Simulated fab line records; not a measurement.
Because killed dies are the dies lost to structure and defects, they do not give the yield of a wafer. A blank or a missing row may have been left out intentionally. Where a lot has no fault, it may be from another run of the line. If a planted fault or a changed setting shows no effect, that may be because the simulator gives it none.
Matching of chambers    flow nandHarc    NHARC_P_STI_ETCH_15 on rieSi-06 has 4 sister chambers
The step etches the open film in HBr/Cl2, target depth 300 nm, time 100.1 s. 22 wafers are shown with their chamber, then 11 later ones without.

## EACH WAFER AND ITS CHAMBER
wafer   chamber  drypumpMotorCurrentA (A)  throttleValvePct (%)  oesProductAu (a.u.)
L078.1  2        6.6                       26.412                0.997
L078.2  1        5.1                       26.408                0.999
L078.3  0        6.4                       26.403                0.992
L081.1  1        5.1                       26.389                0.997
L081.4  0        6.4                       26.418                1.002
L081.6  2        6.6                       26.393                0.993
L081.2  2        6.6                       26.389                1.001
L081.3  0        6.4                       26.421                1.005
L081.5  1        5.1                       26.409                1.009
L082.1  1        5.1                       26.397                0.992
L082.2  0        6.4                       26.418                1.000
L082.5  3        5.7                       26.404                0.999
L084.2  1        5.1                       26.399                1.001
L084.4  2        6.6                       26.407                0.993
L084.6  0        6.4                       26.408                0.991
L085.2  1        5.0                       26.404                0.994
L085.3  0        6.4                       26.409                0.987
L085.4  2        6.6                       26.416                0.994
L087.3  1        5.1                       26.428                1.005
L087.4  3        5.7                       26.405                1.002
L087.6  1        5.1                       26.408                1.002
L089.1  3        5.7                       26.402                0.992

SIGNATURES (averages over the wafers above)
reading               chamber 0  chamber 1  chamber 2  chamber 3  scatter within a chamber
drypumpMotorCurrentA  6.400      5.087      6.600      5.700      0.022
throttleValvePct      26.41283   26.40525   26.40340   26.40367   0.00983
oesProductAu          0.99617    0.99987    0.99560    0.99767    0.00565
Rule: distance of a wafer from a chamber = root of the sum over the readings of ((wafer's reading minus chamber's mean) / reading's scatter) squared. The wafer belongs to the nearest chamber; if the next one is less than 2 further off, it can't be placed. The scatter: the root of (the sum of the squares of (reading less its chamber's mean) over the shown wafers, divided by (wafers less chambers)).

## WAFERS MISSING THEIR CHAMBER
wafer   drypumpMotorCurrentA (A)  throttleValvePct (%)  oesProductAu (a.u.)
L089.2  5.1                       26.410                0.991
L089.6  5.7                       26.409                0.980
L091.3  6.6                       26.433                0.987
L091.4  6.5                       26.395                0.995
L091.6  6.4                       26.402                0.995
L094.1  6.6                       26.403                1.002
L094.2  5.7                       26.391                1.001
L094.4  6.4                       26.391                1.006
L096.2  5.7                       26.416                1.002
L096.3  6.6                       26.398                1.001
L096.5  5.7                       26.405                0.984

## WHICH CHAMBER EACH ONE RAN IN
wafer   from the rows above      in truth
L089.2  1                        1
L089.6  3                        3
L091.3  2                        2
L091.4  can't be placed: 2 or 0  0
L091.6  0                        0
L094.1  2                        2
L094.2  3                        3
L094.4  0                        0
L096.2  3                        3
L096.3  2                        2
L096.5  3                        3
10 of 11 placed correctly. These rows do not allow placing 1 (true chamber among the candidates in 1). Number placed wrongly: 0.
